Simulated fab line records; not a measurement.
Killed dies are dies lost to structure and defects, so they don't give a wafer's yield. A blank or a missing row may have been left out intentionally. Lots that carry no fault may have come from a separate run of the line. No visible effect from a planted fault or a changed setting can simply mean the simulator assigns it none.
A lot that was struck, set against a sound lot | flow n5Finfet | 38 steps out of a route of 1938
Sound: wafers L298.1, L298.3, L298.6. Wafers struck: L283.2, L283.3, L283.6. At the end, the cause is stated.
Each step with rows lists, per side, the tool, then ch with its chambers, then its first start. Under that, the readings that differ: sound wafers | struck wafers | difference of the means | sigmas: that difference in standard deviations of wafers without a fault.
alike: readings with means less than 2 such deviations apart, plus words and numbers identical on both sides. not compared: withheld readings, readings lacking a value on some wafer, bounds such as >300 that could conceal the same value, and numbers that have no deviation in the record and whose values overlap.
Wherever a step has rows on one side only, a row that says differs or no value, or a row with sigmas, the two part there. Numbers that have no deviation but don't overlap get no sigmas and don't part them. Lack of a reading on every wafer of one side parts them only where that side has two or more wafers.

first, 10 steps without rows for these wafers: N5_HKMG_FIN_DESCUM_53 (chemistry O2, time 7.9 s); N5_HKMG_FIN_ETCH_54 (etches SiARC in CF4, target depth 45.5 nm, time 75.8 s); N5_HKMG_FIN_ETCH_55 (etches SOC in N2/H2, target depth 240 nm, time 300 s); N5_HKMG_FIN_STRIP_56 (strips in N2/H2); N5_HKMG_FIN_STRIP_57 (strips in CF4); N5_HKMG_FIN_ETCH_58 (etches SOC in N2/H2, target depth 215.8 nm, time 741 s); N5_HKMG_FIN_STRIP_93 (strips SOC in N2/H2, time 20 s); N5_HKMG_FIN_WET_ETCH_76 (etches Al2O3 in dNH4OH, stops on La2O3, target depth 2.25 nm, rinse time 30 s); N5_HKMG_FIN_STRIP_60 (strips in N2/H2, time 360 s); N5_HKMG_FIN_WET_ETCH_77 (etches La2O3 in dHCl, stops on HfO2, target depth 2 nm).
N5_HKMG_FIN_WET_ETCH_78: etches Al2O3 in dNH4OH, stops on La2O3, target depth 4.5 nm, rinse time 30 s.
  sound on wetBench-02 ch 0,1,3, day 8 11:17; struck on wetBench-02 ch 3,4,7, day 4 19:05
  no value came back on the struck wafers for bathHeatDutyPct (%), rinseTempC (C), rinseTimeS (s); on the sound wafers bathHeatDutyPct (%) reads 6.7 6.2 6.1
reading                                   | sound | struck | difference | sigmas
model.Al2O3_of_HKMG_FIN_ALD_75.thkNm (nm) | 0 0 0 | 1 1 1  | +1         | 
then, 25 steps without rows for these wafers: N5_HKMG_FIN_ALD_79 (deposits TiN, target thk 1.5 nm, pulse time 1 s, purge time 3 s); N5_HKMG_FIN_CVD_62 (deposits a-Si from Si2H6, target thk 3 nm, time 20.8 s); N5_HKMG_FIN_RTA_80 (time 2 s); N5_HKMG_FIN_PRECLEAN_64 (cleans in dHF, time 30 s); N5_HKMG_FIN_WET_ETCH_65 (etches a-Si in TMAH, stops on TiN, time 49 s, target depth 3 nm); N5_HKMG_FIN_WET_ETCH_81 (etches TiN in SC1, stops on HfO2, time 57 s, target depth 6 nm); N5_HKMG_FIN_WET_ETCH_82 (etches La2O3 in dHCl, stops on HfO2, target depth 2 nm, rinse time 30 s); N5_HKMG_FIN_ALD_36 (deposits TiN, target thk 1 nm, pulse time 1 s, purge time 3 s); N5_HKMG_FIN_PWFM_ALD_03 (deposits TiN, target thk 2 nm, pulse time 1 s, purge time 3 s); N5_HKMG_FIN_COAT_29 (time 60 s, resist thk 300 nm); N5_HKMG_FIN_COAT_30 (time 60 s, resist thk 35 nm); N5_HKMG_FIN_COAT_06 (resist thk 90 nm); N5_HKMG_FIN_EBR_08; N5_HKMG_FIN_SOFTBAKE_07 (time 60 s); N5_HKMG_FIN_EXPOSE_09 (exposes mask NWFM); N5_HKMG_FIN_PEB_10 (peb time 60 s); N5_HKMG_FIN_DEVELOP_11 (develop time 30 s); N5_HKMG_FIN_DESCUM_17 (chemistry O2, time 7.9 s); N5_HKMG_FIN_ETCH_31 (etches SiARC in CF4, target depth 45.5 nm, time 75.8 s); N5_HKMG_FIN_ETCH_32 (etches SOC in N2/H2, target depth 240 nm, time 300 s); N5_HKMG_FIN_STRIP_33 (strips in N2/H2); N5_HKMG_FIN_STRIP_34 (strips in CF4); N5_HKMG_FIN_ETCH_35 (etches SOC in N2/H2, target depth 215.8 nm, time 243.4 s); N5_HKMG_FIN_STRIP_92 (strips SOC in N2/H2, time 20 s); N5_HKMG_FIN_WET_ETCH_18 (etches TiN in SC1, time 55 s, target depth 5.2 nm, rinse time 30 s).
-- record jumps: 4 days separate the struck wafers' starts on either side; left off in module HKMG_FIN, taken up again in module BEOL_M4, whose first shown step is the route's number 1111 --
N5_BEOL_M4_RC_MEAS_101:
  sound on prober-01 ch 0, day 12 08:06; struck on prober-02 ch 0, day 9 04:14
reading             | sound                   | struck                     | difference | sigmas
DIBL_P (mV/V)       | 38.8 37.1 39.0          | 44.7 48.1 43.7             | +7.2       | +3
EOT_P               | 10.42 10.46 10.46       | 14.63 14.82 14.62          | +4.24      | +42
IGATE_P (nA/um)     | 0.0044 0.0045 0.0036    | 0.0000 0.0000 0.0000       | -0.0042    | -7
IOFF_P (nA/um)      | 0.21 0.19 0.21          | 4.15 5.48 3.96             | +4.33      | +99 or more
IOFF_P_85C (nA/um)  | 3.6 3.4 3.7             | 45.5 57.6 43.2             | +45.2      | +78
IOFF_P_LIN (nA/um)  | 0.098 0.095 0.101       | 2.006 2.464 1.945          | +2.040     | +99 or more
IOFF_P_LONG (nA/um) | 8.7e-05 9.6e-05 8.9e-05 | 0.000826 0.000821 0.000838 | +0.000738  | +61
ION_P (uA/um)       | 466 464 467             | 506 525 517                | +50        | +6
SS_P (mV/dec)       | 73.8 73.7 73.8          | 75.5 76.4 74.5             | +1.7       | +2
VT_N_LVT (mV)       | 97 103 100              | 164 157 162                | +61        | +16
VT_P (mV)           | -250 -252 -253          | -177 -174 -178             | +75        | +22
VT_P_LONG (mV)      | -277.0 -278.4 -276.5    | -211.7 -209.8 -212.7       | +65.9      | +22
VT_P_LVT (mV)       | -101 -101 -100          | -87 -84 -88                | +14        | +4
  alike: DIBL_N, IOFF_N, ION_N, SS_N, VT_N
-- here the record skips 4 days between the struck wafers' starts before and after, leaving off in module BEOL_M4 and picking up in module PASSIVATION (first step shown: number 1936 of the route) --
N5_PASSIVATION_PROBE_49:
  sound on prober-01, day 17 06:39; struck on prober-01, day 13 09:22
reading                | sound          | struck            | difference | sigmas
sort_bin_4_leakage (%) | 0 0 0          | 89.92 91.19 91.02 | +90.71     | +99 or more
sortNPass              | 1091 1074 1064 | 0 0 0             | -1076      | -63
sortYieldPct (%)       | 92.5 91.0 90.2 | 0 0 0             | -91        | -65
  alike: defectLimitedYield, killed_at_M0_to_M3, killed_at_M4_up, killedAtContacts, killedAtFrontEnd, killedAtOther, killedDies, killedOnRim, killedOpen, killedShort, sort_bin_5_function, sort_bin_6_memory, sort_bin_8_speed

WHERE THEY PART
Last at N5_PASSIVATION_PROBE_49 as far as this record goes, first at N5_HKMG_FIN_WET_ETCH_78.

WHY: what had been put in by the simulator
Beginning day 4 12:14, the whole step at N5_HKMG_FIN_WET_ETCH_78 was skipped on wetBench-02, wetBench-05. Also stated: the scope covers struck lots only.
